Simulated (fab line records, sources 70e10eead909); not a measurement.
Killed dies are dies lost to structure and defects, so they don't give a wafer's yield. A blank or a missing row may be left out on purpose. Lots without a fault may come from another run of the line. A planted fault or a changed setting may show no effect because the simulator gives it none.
A struck lot beside a sound one | flow nand_harc | 15 steps out of a route of 1302
Sound: wafers L998.2, L998.3, L998.4. Struck: wafers L100.2, L100.3, L100.5. The cause comes at the end.
At each step with rows: each side's tool, then ch and its chambers, then its first start. Under that, the readings that differ: sound wafers | struck wafers | difference of the means | sigmas: that difference in standard deviations of wafers without a fault.
alike: readings whose means differ by less than 2 such deviations, and words and numbers that are the same on both sides. not compared: withheld readings, readings that some wafer has no value for, bounds like >300 that may hide the same value, and numbers for which the record gives no deviation and whose values overlap.
The two part at a step that has a row with sigmas, a row that says differs or no value, or rows on one side only. Numbers that don't overlap but have no deviation are shown without sigmas and don't part them. A reading that every wafer of one side lacks parts them only if that side has two wafers or more.

first, 1 step without rows for these wafers: NHARC_A_ONON_D1_DEP_06 (target thk 1000 nm).
NHARC_A_ONON_D1_THK_MEAS_08: measures by ellipsometry.
  sound on film_metro-01, day 8 08:41; struck on film_metro-02, day 8 20:39
  alike: thk_nm
then, 1 step without rows for these wafers: NHARC_A_ONON_D1_DEP_09 (target thk 1000 nm).
NHARC_A_ONON_D1_THK_MEAS_11: measures by ellipsometry.
  sound on film_metro-01, day 8 09:14; struck on film_metro-01, day 8 21:13
  alike: thk_nm
then, 1 step without rows for these wafers: NHARC_A_ONON_D1_DEP_12 (target thk 1000 nm).
NHARC_A_ONON_D1_THK_MEAS_14: measures by ellipsometry.
  sound on film_metro-01, day 8 09:49; struck on film_metro-02, day 8 21:47
  alike: thk_nm
then, 2 steps without rows for these wafers: NHARC_A_ONON_D1_ANNEAL_15 (time 3600 s); NHARC_A_ONON_D1_DEP_16 (target thk 1000 nm).
NHARC_A_ONON_D1_THK_MEAS_18: measures by ellipsometry.
  sound on film_metro-02, day 8 17:37; struck on film_metro-01, day 9 09:15
  alike: thk_nm
then, 1 step without rows for these wafers: NHARC_A_ONON_D1_DEP_19 (target thk 1000 nm).
NHARC_A_ONON_D1_THK_MEAS_21: measures by ellipsometry.
  sound on film_metro-01, day 8 18:10; struck on film_metro-01, day 9 09:49
  reading     | sound          | struck      | difference | sigmas
  thk_nm (nm) | 1004 1004 1005 | 987 986 986 | -18        | -3
NHARC_A_ONON_D1_DEP_22: target thk 1000 nm.
  sound on pecvd_onon-01 ch 0, day 8 18:17; struck on pecvd_onon-01 ch 0, day 9 09:56
NHARC_A_ONON_D1_THK_MEAS_24: measures by ellipsometry.
  sound on film_metro-02, day 8 18:44; struck on film_metro-01, day 9 10:23
  reading     | sound          | struck         | difference | sigmas
  thk_nm (nm) | 1006 1005 1002 | 1505 1504 1504 | +500       | +54
then, 1 step without rows for these wafers: NHARC_A_ONON_D1_DEP_25 (target thk 1000 nm).
-- the record jumps here: 16 days lie between the struck wafers' starts before and after (it left off in module A_ONON_D1 and takes up again in module END, whose first step shown is number 1302 of the route) --
NHARC_END_SORT_01:
  sound on prober-01 ch 0, day 24 21:17; struck on prober-01 ch 0, day 25 17:37
  reading         | sound    | struck      | difference | sigmas
  killed_at_array | 58 58 55 | 672 672 672 | +615       | +34
  killed_dies     | 68 62 59 | 677 677 677 | +614       | +32
  alike: killed_at_other, killed_at_periphery, killed_open, killed_short

WHERE THEY PART
First at NHARC_A_ONON_D1_THK_MEAS_21; last, within this record, at NHARC_END_SORT_01.

WHY: what the simulator had put in
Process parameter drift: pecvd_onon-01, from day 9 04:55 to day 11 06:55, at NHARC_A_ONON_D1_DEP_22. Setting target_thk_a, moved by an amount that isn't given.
